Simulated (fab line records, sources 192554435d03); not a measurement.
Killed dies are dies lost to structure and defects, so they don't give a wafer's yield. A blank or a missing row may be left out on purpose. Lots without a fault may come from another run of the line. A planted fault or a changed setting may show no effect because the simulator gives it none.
Which tool did it? | flow n5_finfet | 12 lots, 36 wafers sampled, at 5 steps of a route of 1938

WHAT THE GAUGES READ, wafer by wafer
The record holds no reading of a measuring or inspecting step that can be judged against a usual standard deviation.

WHICH TOOL RAN EACH LOT (tool, then ch and the chambers of the sampled wafers, then the start)
lot  | N5_MOL_CONTACT_COAG_STRIP_98       | N5_BEOL_M15_DEP_53              | N5_PASSIVATION_PECVD_55         | N5_PASSIVATION_PRE_CLEAN_19  | N5_PASSIVATION_PROBE_49
L302 | rie_diel-05 ch 0,2,3, day 5 00:04  | pecvd-04 ch 0,2, day 11 07:56   | pecvd-04 ch 0,1, day 11 13:18   | pvd_sputter-03, day 11 17:11 | -
L304 | rie_diel-04 ch 0,2,3, day 5 08:50  | pecvd-02 ch 1,2, day 11 08:37   | pecvd-04 ch 0, day 11 13:38     | pvd_sputter-03, day 11 17:34 | -
L305 | rie_diel-05 ch 1,2, day 5 15:56    | pecvd-04 ch 0,1, day 12 09:50   | pecvd-01 ch 0,1,2, day 12 14:52 | pvd_sputter-02, day 12 17:56 | -
L306 | rie_diel-04 ch 0,1,3, day 5 19:14  | pecvd-04 ch 0,2, day 12 17:09   | pecvd-01 ch 1,2, day 12 21:36   | pvd_sputter-03, day 13 01:12 | -
L307 | rie_diel-04 ch 0,1,2, day 5 23:09  | pecvd-04 ch 0,1,2, day 12 16:47 | pecvd-03 ch 1,2, day 12 21:23   | pvd_sputter-02, day 12 23:01 | -
L314 | rie_diel-05 ch 1,3, day 7 22:47    | pecvd-02 ch 1, day 14 07:23     | pecvd-04 ch 1,2, day 14 14:17   | pvd_sputter-01, day 14 17:36 | prober-02, day 14 23:43
L317 | rie_diel-05 ch 0,2,3, day 8 10:02  | pecvd-02 ch 0,2, day 15 13:26   | pecvd-04 ch 1,2, day 15 19:11   | pvd_sputter-01, day 15 22:08 | prober-02, day 16 04:29
L318 | rie_diel-04 ch 0,3, day 8 15:18    | pecvd-04 ch 0,2, day 16 10:44   | pecvd-04 ch 0,2, day 16 17:24   | pvd_sputter-01, day 16 19:20 | -
L319 | rie_diel-04 ch 0,2, day 8 22:13    | pecvd-02 ch 0,1, day 15 19:26   | pecvd-04 ch 1,2, day 16 00:38   | pvd_sputter-03, day 16 03:19 | -
L320 | rie_diel-02 ch 1,2,3, day 9 09:25  | pecvd-01 ch 0,1,2, day 16 18:36 | pecvd-04 ch 0,2, day 17 01:23   | pvd_sputter-02, day 17 03:18 | prober-01, day 17 09:23
L323 | rie_diel-04 ch 0,2, day 10 05:03   | pecvd-04 ch 0,2, day 17 07:07   | pecvd-03 ch 0,1,2, day 17 13:28 | pvd_sputter-02, day 17 16:41 | -
L325 | rie_diel-02 ch 0,1,3, day 10 10:30 | pecvd-04 ch 0,2, day 17 19:29   | pecvd-01 ch 0,1,2, day 18 04:47 | pvd_sputter-01, day 18 06:12 | -
- N5_MOL_CONTACT_COAG_STRIP_98: strips in N2/H2.
- N5_BEOL_M15_DEP_53: deposits SiCN from 3MS/NH3, target thk 50 nm, time 17.8 s.
- N5_PASSIVATION_PECVD_55: deposits SiO2 from SiH4/N2O, target thk 400 nm, time 22.5 s.
- N5_PASSIVATION_PRE_CLEAN_19
- N5_PASSIVATION_PROBE_49

WHAT THE TOOLS THEMSELVES READ (means of the sampled wafers that have a number; where no wafer has one, the mark that the record gives instead)
N5_MOL_CONTACT_COAG_STRIP_98.
lot  | tool        | drypump_motor_current_A (A) | oes_product_au (a.u.) | rf_vpp_V (V) | showerhead_plenum_p_Torr (Torr) | throttle_valve_pct (%)
L302 | rie_diel-05 | 5.4                         | 0.72                  | 54.5         | 3.29                            | 19.1
L304 | rie_diel-04 | 5.7                         | 0.77                  | 53.7         | 3.41                            | 19.1
L305 | rie_diel-05 | 6.0                         | 0.77                  | 54.2         | 3.36                            | 18.7
L306 | rie_diel-04 | 5.7                         | 0.76                  | 55.9         | 3.45                            | 18.8
L307 | rie_diel-04 | 5.4                         | 0.78                  | 55.8         | 3.48                            | 19.1
L314 | rie_diel-05 | 5.9                         | 0.81                  | 56.0         | 3.42                            | 19.1
L317 | rie_diel-05 | 5.4                         | 0.86                  | 52.3         | 3.28                            | 18.9
L318 | rie_diel-04 | 5.8                         | 0.90                  | 54.1         | 3.48                            | 18.8
L319 | rie_diel-04 | 5.5                         | 0.80                  | 54.5         | 3.50                            | 19.2
L320 | rie_diel-02 | 6.1                         | 0.76                  | 55.1         | 3.37                            | 19.2
L323 | rie_diel-04 | 5.5                         | 0.79                  | 54.2         | 3.49                            | 19.3
L325 | rie_diel-02 | 6.2                         | 0.74                  | 55.1         | 3.32                            | 19.1

N5_BEOL_M15_DEP_53.
lot  | tool     | rf_fwd_power_W (W) | showerhead_plenum_p_Torr (Torr) | throttle_valve_pct (%)
L302 | pecvd-04 | 666.8              | 4.179                           | 19.4
L304 | pecvd-02 | 667.9              | 4.169                           | 16.9
L305 | pecvd-04 | 665.7              | 4.171                           | 19.5
L306 | pecvd-04 | 666.2              | 4.176                           | 18.9
L307 | pecvd-04 | 667.6              | 4.171                           | 18.6
L314 | pecvd-02 | 668.9              | 4.183                           | 17.1
L317 | pecvd-02 | 667.6              | 4.159                           | 17.9
L318 | pecvd-04 | 667.0              | 4.184                           | 19.1
L319 | pecvd-02 | 670.6              | 4.173                           | 17.9
L320 | pecvd-01 | 667.7              | 4.167                           | 17.8
L323 | pecvd-04 | 666.3              | 4.185                           | 19.2
L325 | pecvd-04 | 667.1              | 4.182                           | 18.0

N5_PASSIVATION_PECVD_55.
lot  | tool     | heater_power_w (W) | rf_fwd_power_W (W) | showerhead_plenum_p_Torr (Torr) | throttle_valve_pct (%)
L302 | pecvd-04 | 725                | 601.2              | 8.16                            | 55
L304 | pecvd-04 | 659                | 600.4              | 8.29                            | 57
L305 | pecvd-01 | 698                | 600.7              | 8.21                            | 51
L306 | pecvd-01 | 717                | 602.2              | 8.22                            | 52
L307 | pecvd-03 | 672                | 604.0              | 8.15                            | 49
L314 | pecvd-04 | 778                | 600.0              | 8.14                            | 53
L317 | pecvd-04 | 778                | 601.9              | 8.13                            | 52
L318 | pecvd-04 | 649                | 600.1              | 8.25                            | 52
L319 | pecvd-04 | 667                | 600.8              | 8.18                            | 51
L320 | pecvd-04 | 705                | 598.9              | 8.25                            | 52
L323 | pecvd-03 | 662                | 598.5              | 8.25                            | 50
L325 | pecvd-01 | 706                | 601.7              | 8.21                            | 51

N5_PASSIVATION_PRE_CLEAN_19.
lot  | tool           | heater_power_w (W)
L302 | pvd_sputter-03 | 487
L304 | pvd_sputter-03 | 457
L305 | pvd_sputter-02 | 505
L306 | pvd_sputter-03 | 466
L307 | pvd_sputter-02 | 494
L314 | pvd_sputter-01 | 449
L317 | pvd_sputter-01 | 399
L318 | pvd_sputter-01 | 415
L319 | pvd_sputter-03 | 471
L320 | pvd_sputter-02 | 503
L323 | pvd_sputter-02 | 499
L325 | pvd_sputter-01 | 443

N5_PASSIVATION_PROBE_49.
lot  | tool      | killed_at_M0_to_M3 | killed_at_M4_up | killed_at_contacts | killed_at_front_end | killed_at_other | killed_dies | killed_open | killed_short
L314 | prober-02 | 25                 | 19              | 129                | 43                  | 3.7             | 220         | 71          | 29
L317 | prober-02 | 47                 | 12              | 129                | 35                  | 3.3             | 227         | 73          | 37
L320 | prober-01 | 29                 | 12              | 21                 | 33                  | 2.3             | 97          | 63          | 30

THE ANSWER, worked out from the rows above alone
Rule: what is usual is taken from the lots themselves. Put in order of their means at a reading, lots are off if they are a third of the lots or fewer, leave a main group of 4 or more, and stand apart from it by a gap of 3 or more times the standard deviation of the main group's means; of several such gaps the widest counts. A main group whose means are all the same, to the digits that the tables above print for the reading, isn't used. A lot without any number at a reading at which 4 lots or more have one is off too. The other lots that the step has rows for count as sound. The gauges are gone through in route order, then the tools' own readings, and for those a lot's mean is taken as printed above. The first step at which some lot is off is used, and at that step the reading that is off furthest; a lot without a number counts as furthest.
No lot is off at any reading shown: from this, nothing can be told.

WHAT THE SIMULATOR HAD PUT IN
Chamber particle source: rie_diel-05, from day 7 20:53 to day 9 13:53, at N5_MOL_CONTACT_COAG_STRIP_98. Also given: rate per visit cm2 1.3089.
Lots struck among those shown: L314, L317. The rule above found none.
